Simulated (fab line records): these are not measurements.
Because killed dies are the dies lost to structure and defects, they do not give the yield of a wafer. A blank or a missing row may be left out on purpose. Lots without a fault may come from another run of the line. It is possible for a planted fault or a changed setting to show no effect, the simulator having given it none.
fab line records ; flow n5_finfet
[record] lots = 3; wafers = 8; last_day = 15
route steps=1938 shown BEOL_M4@1099 BEOL_M5@1112 BEOL_M9@1405 PASSIVATION@1936
lots that met no fault: taken from a fault-free run of the same line
start_h: hours from the record's opening day to when the first of the lot's shown wafers began ; wait_h: time in hours since the lot's previous step ; " identical to the entry in the row above ; L1.1+2: a single row standing in for several wafers ; - value missing, or start not given ; * or withheld: withheld ; < > ~ a bound
route shown NAME@n: a module of which the file shows steps, and the number in the route of the first ; usual: average and standard deviation across the fault-free wafers ; same: alike in all rows ; chamber/n: place in a boat ; sites: readings site by site ; _std_site: standard deviation of those values ; _edge_site: mean of outer sites minus mean of inner sites ; radius_mm: for every site, how far away it sits from the centre of the wafer ; mask NAME#n: copy n ; behind: the most recent tool/chamber to have shaped the wafer ; hold: why the lot was held/for how many hours/how that ended ; device: the transistor (n, p or np) that didn't switch ; end of line: tests of these same wafers at the route's end ; a step without rows: its recipe alone ; killed: at the first sort, the dies lost to defects and structure; wafer yield is something else ; map: per-die view of a wafer (x killed, . not killed, _ where there is no die)
set.NAME: the run value of the setting; set.NAME@STEP: its run value at that earlier step ; model.NAME: the simulator's own value behind a step, which no gauge read
certain route steps with their lots: each step a table, each wafer a row
services: from which hour (start_h, from the record's first day; less than 0 if before it) a tool's chamber was out of use, for how many hours, and why
[[steps]]
[step N5_BEOL_M4_ANNEAL_95]
[recipe] temp_c = 400; time_s = 240; ambient = vacuum
[step N5_BEOL_M4_SPUTTER_96]
[recipe] material = Cu; target_thk_a = 45; temp_c = -20; chamber_pressure_pa = 0.07; power_w = withheld; time_s = 8.29
[step N5_BEOL_M4_ECD_50]
[recipe] material = Cu; target_thk_a = 3000
[step N5_BEOL_M4_ANNEAL_51]
[recipe] temp_c = 225; time_s = 90; ambient = N2
[step N5_BEOL_M4_CMP_52]
[recipe] stop_on = SiOC; t_overpolish_s = 6.8; down_force_psi = 1; platen_rpm = 50; clearing_platen_down_force_psi = 1.5; clearing_platen_rpm = 50; post_cmp_clean = cu_alkaline; target_thk_nm = 40; clearing_platen_pad_velocity_m_s = 0.99484; pad_velocity_m_s = 0.99484
[step N5_BEOL_M4_PRE_CLEAN_60]
[recipe] gas = NH3/H2; time_s = 15; temp_c = *; rf_power_w = 300
[step N5_BEOL_M4_CO_CAP_55]
[recipe] material = Co; target_thk_a = 20; temp_c = 200; precursor = CCTBA/H2; pressure_torr = 30; time_s = 102.1
[step N5_BEOL_M4_PRE_CLEAN_56]
[recipe] gas = NH3; time_s = 15; temp_c = withheld; rf_power_w = 300
[step N5_BEOL_M4_DEP_57]
[recipe] material = SiCN; target_thk_a = 80; temp_c = withheld; precursor = 3MS/NH3; pressure_torr = 3; rf_w = 202; time_s = 14
[step N5_BEOL_M4_RC_MEAS_101]
[usual] DIBL_N = 36.9/1.7; DIBL_P = 37.3/2.3; IOFF_N = 0.16/0.033; IOFF_P = 0.22/0.04; ION_N = 673/12; ION_P = 463/8; SS_N = 71.6/0.58; SS_P = 73.4/0.74; VT_N = 250/3.2; VT_P = -250/3.4
lot.wafer;tool;chamber;start_h;wait_h;DIBL_N[mV/V];DIBL_P[mV/V];IOFF_N[nA/um];IOFF_P[nA/um];ION_N[uA/um];ION_P[uA/um];SS_N[mV/dec];SS_P[mV/dec];VT_N[mV];VT_P[mV]
L661.1;prober-02;0;204.65;0.0;35.0;37.2;0.14;0.22;662;457;71.4;73.2;252;-251
L661.2;prober-02;0;204.65;0.0;35.8;37.4;0.16;0.22;672;461;70.9;73.7;248;-250
L661.3;prober-02;0;204.65;0.0;35.9;38.2;0.16;0.22;679;470;70.7;73.6;249;-250
L663.1;prober-02;0;216.99;0.0;35.8;36.0;0.14;0.18;670;462;71.4;72.7;255;-253
L663.2;prober-02;0;216.99;0.0;40.1;41.3;0.21;0.28;676;468;72.9;74.5;250;-248
L663.5;prober-02;0;216.99;0.0;37.4;37.6;0.15;0.21;663;460;71.5;72.8;254;-251
L667.2;prober-01;0;256.41;0.2;36.9;36.1;0.15;0.25;664;464;70.8;72.6;251;-243
L667.5;prober-01;0;256.41;0.2;37.9;37.8;0.17;0.29;674;468;71.4;73.8;250;-242
[step N5_BEOL_M5_ILD_DEP_00]
[recipe] material = SiCOH_lowk; target_thk_a = 1406.4; temp_c = 300; precursor = DEMS/porogen; pressure_torr = 5; rf_w = 500; time_s = 25.9
[step N5_BEOL_M5_CURE_79]
[recipe] temp_c = 385; time_s = 240; ambient = He/Ar; material = SiCOH_lowk
[step N5_BEOL_M5_PECVD_70]
[recipe] material = SiO2; target_thk_a = 160; temp_c = 400; precursor = TEOS/O2; pressure_torr = 5.5; rf_w = 450; teos_flow_sccm = 53.8; gas = O2; flow_sccm = 3000; time_s = 18
[step N5_BEOL_M5_HM_DEP_02]
[recipe] material = TiN; target_thk_a = 200; temp_c = 25; chamber_pressure_pa = 0.49996
[step N5_BEOL_M5_COAT_59]
[recipe] resist = SOC; temp_c = 250; time_s = 60; spin_rpm = 1500; resist_thk_nm = 60
[step N5_BEOL_M5_COAT_60]
[recipe] resist = SiARC; temp_c = 220; time_s = 60; spin_rpm = 1500; resist_thk_nm = 12
[step N5_BEOL_M5_COAT_71]
[recipe] resist = underlayer; temp_c = 205; time_s = 60; spin_rpm = 1500; resist_thk_nm = 5
[step N5_BEOL_M5_COAT_05]
[recipe] resist = CAR-EUV; spin_rpm = 1500; resist_thk_nm = 30
[step N5_BEOL_M5_EBR_07]
[recipe] solvent = PGMEA; ebr_width_mm = 1.5
[step N5_BEOL_M5_SOFTBAKE_06]
[recipe] temp_c = 110; time_s = 60; resist = CAR-EUV
[step N5_BEOL_M5_EXPOSE_08]
[recipe] mask_id = M5; na = 0.33; source_shape = annular; sigma_inner = 0.4; sigma_outer = 0.8; polarization = unpolarized; target_cd_nm = 28; dose_mj = 35.75
[step N5_BEOL_M5_PEB_09]
[recipe] peb_temp_c = 100; peb_time_s = 60; resist = CAR-EUV
[step N5_BEOL_M5_DEVELOP_10]
[recipe] develop_time_s = 30; developer = TMAH; resist = CAR-EUV; rinse_liquid = surfactant_rinse; dry = air_spin; dev_temp_c = 23
[step N5_BEOL_M5_DESCUM_16]
[recipe] chemistry = O2; time_s = 7; source_power_w = 50; bias_power_w = 20; pressure_mtorr = 20; rf_frequency_hz = 2.712e+07; temp_c = 40; resist = CAR-EUV; o2_flow_sccm = 225
[step N5_BEOL_M5_ETCH_72]
[recipe] chemistry = N2/H2; target = underlayer; target_depth_a = 65; mask_material = CAR-EUV; time_s = 5.2; ion_energy_ev = 200; pressure_mtorr = 30; source_w = 840; bias_w = 150; n2_flow_sccm = 200; h2_flow_sccm = 200; ends = cleared
[step N5_BEOL_M5_ETCH_61]
[recipe] chemistry = CF4; target = SiARC; target_depth_a = 156; mask_material = CAR-EUV; time_s = 26; ion_energy_ev = 80; pressure_mtorr = 40; source_w = 545; bias_w = 36; Ar_flow_sccm = 100; cf4_flow_sccm = 100; ends = cleared
[step N5_BEOL_M5_ETCH_62]
[recipe] chemistry = N2/H2; target = SOC; target_depth_a = 750; overetch_a = 150; mask_material = SiARC; temp_c = 40; time_s = 112.5; ion_energy_ev = 200; pressure_mtorr = 30; source_w = 840; bias_w = 150; n2_flow_sccm = 200; h2_flow_sccm = 200
[step N5_BEOL_M5_STRIP_63]
[recipe] chemistry = N2/H2; temp_c = 40; n2_flow_sccm = 200; h2_flow_sccm = 200; rf_frequency_hz = 6e+07
[step N5_BEOL_M5_STRIP_73]
[recipe] chemistry = N2/H2; temp_c = 40; n2_flow_sccm = 200; h2_flow_sccm = 200; rf_frequency_hz = 6e+07
[step N5_BEOL_M5_STRIP_64]
[recipe] chemistry = CF4; resist = SiARC; power_w = 300; bias_power_w = 75; pressure_mtorr = 50; cf4_flow_sccm = 150; rf_frequency_hz = 6e+07
[step N5_BEOL_M5_HM_OPEN_17]
[recipe] chemistry = Cl2/BCl3; target_depth_a = 200; overetch_a = 60; target = TiN; mask_material = SOC; ion_energy_ev = 150; pressure_mtorr = 10; icp_w = 1000; bias_w = 126; Cl2_flow_sccm = 53.25; bcl3_flow_sccm = 21.75; Ar_flow_sccm = 25
[step N5_BEOL_M5_STRIP_19]
[recipe] chemistry = O2; power_w = 400; temp_c = 40; pressure_mtorr = 30; rf_frequency_hz = 6e+07; bias_power_w = 0; overash_fraction = 0.2; o2_flow_sccm = 225
[step N5_BEOL_M5_COAT_65]
[recipe] resist = SOC; temp_c = 250; time_s = 60; spin_rpm = 1500; resist_thk_nm = 60
[step N5_BEOL_M5_COAT_66]
[recipe] resist = SiARC; temp_c = 220; time_s = 60; spin_rpm = 1500; resist_thk_nm = 12
[step N5_BEOL_M9_HM_DEP_02]
[recipe] material = TiN; target_thk_a = 200; temp_c = 25; chamber_pressure_pa = 0.49996
[usual] substrate_temp_c = 25.00/0.11; throttle_valve_pct = 30.1/1.1
lot.wafer;tool;chamber;start_h;wait_h;substrate_temp_c;throttle_valve_pct;model.TiN_of_BEOL_M9_HM_DEP_02.thk_nm
L661.1;pvd_sputter-03;-;247.85;1.7;24.89;30.6;20
L661.2;pvd_sputter-03;-;247.85;1.7;25.06;30.3;20.2
L661.3;pvd_sputter-03;-;247.85;1.7;25.12;29.3;20
L663.1;pvd_sputter-01;-;254.33;1.1;24.78;32.3;20.4
L663.2;pvd_sputter-01;-;254.33;1.1;24.76;29.9;20.4
L663.5;pvd_sputter-01;-;254.33;1.1;24.77;30.8;20.6
L667.2;pvd_sputter-01;-;300.91;0.5;25.09;30.0;19.6
L667.5;pvd_sputter-01;-;300.91;0.5;25.08;30.3;26
[step N5_BEOL_M9_HM_OPEN_17]
[recipe] chemistry = Cl2/BCl3; target_depth_a = 200; overetch_a = 60; target = TiN; mask_material = SOC; ion_energy_ev = 150; pressure_mtorr = 10; icp_w = 1000; bias_w = 126; Cl2_flow_sccm = 53.25; bcl3_flow_sccm = 21.75; Ar_flow_sccm = 25
[usual] bcl3_flow_sccm = 21.76/0.066; drypump_motor_current_A = 5.85/0.21; oes_product_au = 0.66/0.05; throttle_valve_pct = 22.13/0.27
lot.wafer;tool;chamber;start_h;wait_h;bcl3_flow_sccm;drypump_motor_current_A;oes_product_au;rf_hours_counter_h;throttle_valve_pct;model.etch.depth_nm
L661.1;rie_metal-03;0;248.70;0.0;21.71;6.03;0.62;63;21.89;19.95
L661.2;rie_metal-03;1;248.70;0.0;21.82;6.03;0.77;7;22.44;20.2
L661.3;rie_metal-03;0;248.70;0.0;21.78;6.01;0.62;-;21.88;19.91
L663.1;rie_metal-03;0;255.25;0.0;21.76;6.01;0.62;64;21.88;20.38
L663.2;rie_metal-03;1;255.25;0.0;21.91;6.06;0.75;8;22.45;20.33
L663.5;rie_metal-03;0;255.25;0.0;21.77;6.02;0.63;-;21.88;20.51
L667.2;rie_metal-01;0;301.64;0.0;21.69;5.82;0.63;53;21.84;19.61
L667.5;rie_metal-01;0;301.64;0.0;21.66;5.83;0.74;-;21.66;25.34
[step N5_BEOL_M9_TRENCH_ETCH_37]
[recipe] chemistry = C4F6/O2; target_depth_a = 1514.3; target = SiCOH_lowk; time_s = 49; ion_energy_ev = 250; pressure_mtorr = 30; source_w = 345; bias_w = 185; Ar_flow_sccm = 300; C4F6_flow_sccm = 10; O2_flow_sccm = 10
[usual] drypump_motor_current_A = 5.6/0.44; oes_product_au = 0.79/0.083; rf_vpp_V = 667/14; showerhead_plenum_p_Torr = 2.83/0.1; throttle_valve_pct = 20.91/0.24
lot.wafer;tool;chamber;start_h;wait_h;drypump_motor_current_A;oes_product_au;rf_hours_counter_h;rf_vpp_V;showerhead_plenum_p_Torr;throttle_valve_pct;model.TiN_of_BEOL_M9_HM_DEP_02.thk_nm
L661.1;rie_diel-03;0;-;-;5.8;0.70;197;654;2.93;21.34;15.8
L661.2;rie_diel-03;2;-;-;6.0;0.69;239;680;2.71;20.97;16
L661.3;rie_diel-03;3;-;-;5.9;0.87;46;686;2.91;20.94;15.6
L663.1;rie_diel-04;0;-;-;6.3;0.82;70;649;2.75;21.04;16.2
L663.2;rie_diel-04;1;-;-;5.0;0.94;4;682;2.79;20.69;16
L663.5;rie_diel-04;1;-;-;5.1;0.94;-;682;2.79;20.68;16.2
L667.2;rie_diel-05;1;-;-;5.5;0.71;200;682;2.68;20.57;15.4
L667.5;rie_diel-05;1;-;-;5.5;0.72;-;682;2.68;20.54;21.6
[step N5_PASSIVATION_PROBE_49]
[usual] defect_limited_yield = 91.2/1.3; killed_at_M0_to_M3 = 34/10; killed_at_M4_up = 13/4.6; killed_at_contacts = 13/5.5; killed_at_front_end = 41/12; killed_at_other = 2.8/2.4; killed_dies = 104/16; killed_open = 67/12; killed_short = 33/7.2; sort_bin_5_function = 5.1/0.86; sort_bin_6_memory = 3.3/0.62; sort_n_pass = 1076/16; sort_yield_pct = 91.2/1.3
[same] gross_dies = 1180; killed_at_back_side = 0; sort_bin_4_leakage[%] = 0; sort_bin_8_speed[%] = 0
lot.wafer;tool;chamber;start_h;wait_h;defect_limited_yield[%];killed_at_M0_to_M3;killed_at_M4_up;killed_at_contacts;killed_at_front_end;killed_at_other;killed_dies;killed_open;killed_short;sort_bin_5_function[%];sort_bin_6_memory[%];sort_n_pass;sort_yield_pct[%]
L667.5;prober-02;-;364.73;0.2;88.0;49;40;12;39;2;142;59;49;8.9;2.6;1038;88.0
// killed by level:class
L667.5 BEOL_M9:area_open=31 BEOL_M0_SAQP:geometric_particle:short=20 BEOL_M3:geometric_particle:open=11 BEOL_M0_SAQP:geometric_particle:open=10 FIN_SAQP:geometric_particle:short=9 MOL_CONTACT_COAG:geometric_particle:open=9 GATE_CUT:geometric_particle:short=6 GATE_CUT:geometric_particle:open=6
// map L667.5 (x killed, . not)
_________________x..x......x.________________
______________........x........._____________
___________........x.x.............__________
__________...x...x.......x.........._________
________.......x......................_______
_______x............x..xx.x...x.......x______
______....................x.xx.........._____
_____...............x.................x..____
____....x..x...............x.............x___
___........................................__
___.....x................xx..............x.__
__x.......x..........................x......_
__.x..........x............x.........x......_
_...........x.......x........................
_...x......x.xx..x.......x.xx..........x.....
_.x..........x....x..x...x.x....x............
_......xxx.....x..x...x...x....xx............
_............x..........x.....x..........x...
_...x...x........xx..................xx...x..
_.............x....x....................x.xxx
_....xx...x....x.........x..x................
__.x..x.....x..............................._
__.....................x..x.........xxx.x..._
___x......x...x..x..x...x.x.xxx............__
___....x.........x....x...xx...........x...__
____.......x.....x....x.....xx......x.....___
_____.....x....x.......x.................____
______....x......................x...x.._____
_______...x........x....x..........x...______
________..x.x........................x_______
__________.....x................x..._________
___________.x..x...xx.x............__________
______________........x......x.x_____________
_________________......x.....________________
// map L663.2 (x killed, . not)
_________________............________________
______________.................._____________
___________........................__________
__________x........................._________
________.............x...xx..........._______
_______..........x....x.........x......______
______...............x............x.x.x._____
_____x......x..........................x.____
____......x.......x....x..................___
___........x.x.................x...x.x.....__
___.........................x..............__
__x........x...................x....x......._
__.....x...x..x.......x........x............_
_...xx.............xx........................
_......................x......x.x........x...
_.....x.............x........................
_.............xx......xx......x.......x...x..
_....x................x......................
_........x.........x.........................
_...........x.......x..........x.x......x....
_....................x...............x...xxx.
__x..x.x...x.x......x........x.............._
__.................x...x........x..x........_
___.......x........x.....................x.__
___...x..................................x.__
____.....x.x..............x......x........___
_____x......x........x...................____
______........xx......x...x............._____
_______.....x..x.x.x...........x.......______
________......xx.....x................_______
__________x..x......x..........x...._________
___________...x....................__________
______________x............x...._____________
_________________..........x.________________
[[services]]
tool;chamber;start_h;hours;kind
rie_diel-04;1;231.91;-;clean
rie_diel-04;1;231.91;-;consumable_replace:focus_ring
rie_diel-04;1;231.91;14.9;scheduled_down
rie_diel-04;1;231.91;14.9;vent_cycle
rie_diel-05;-;243.98;0.4;repair
rie_diel-05;1;248.26;8.4;repair
rie_diel-05;-;265.91;4.3;pm
rie_diel-05;-;283.06;1.3;repair
rie_diel-03;2;284.87;-;clean
rie_diel-03;2;284.87;-;consumable_replace:focus_ring
rie_diel-03;2;284.87;-;consumable_replace:showerhead
rie_diel-03;2;284.87;22.5;scheduled_down
rie_diel-03;2;284.87;22.5;vent_cycle
[[key]]
[first_sign] step = N5_PASSIVATION_PROBE_49; reading = killed_at_M4_up; direction = up; sigmas = 5.9; usual = 13; struck = 40
[effect] step = N5_PASSIVATION_PROBE_49; reading = sort_bin_5_function; direction = up; sigmas = 4.4; usual = 5.1; struck = 8.9
[model_effect] step = N5_BEOL_M9_HM_DEP_02; value = TiN_of_BEOL_M9_HM_DEP_02.thk_nm; without = 19.6; struck = 26
[model_effect] step = N5_BEOL_M9_HM_OPEN_17; value = etch.depth_nm; without = 19.64; struck = 25.34
[model_effect] step = N5_BEOL_M9_TRENCH_ETCH_37; value = TiN_of_BEOL_M9_HM_DEP_02.thk_nm; without = 15.4; struck = 21.6
met_at N5_BEOL_M9_HM_DEP_02
struck_wafers L667.5
onset_between 254.33 300.91
[fault] kind = process_parameter_drift; tool = pvd_sputter-01; chamber = -; onset_h = 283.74; steps = N5_BEOL_M9_HM_DEP_02; channel = target_thk_a; offset = *; shape = step; end_h = 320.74; scope = struck_wafers_only; acts_in = *; stated = *
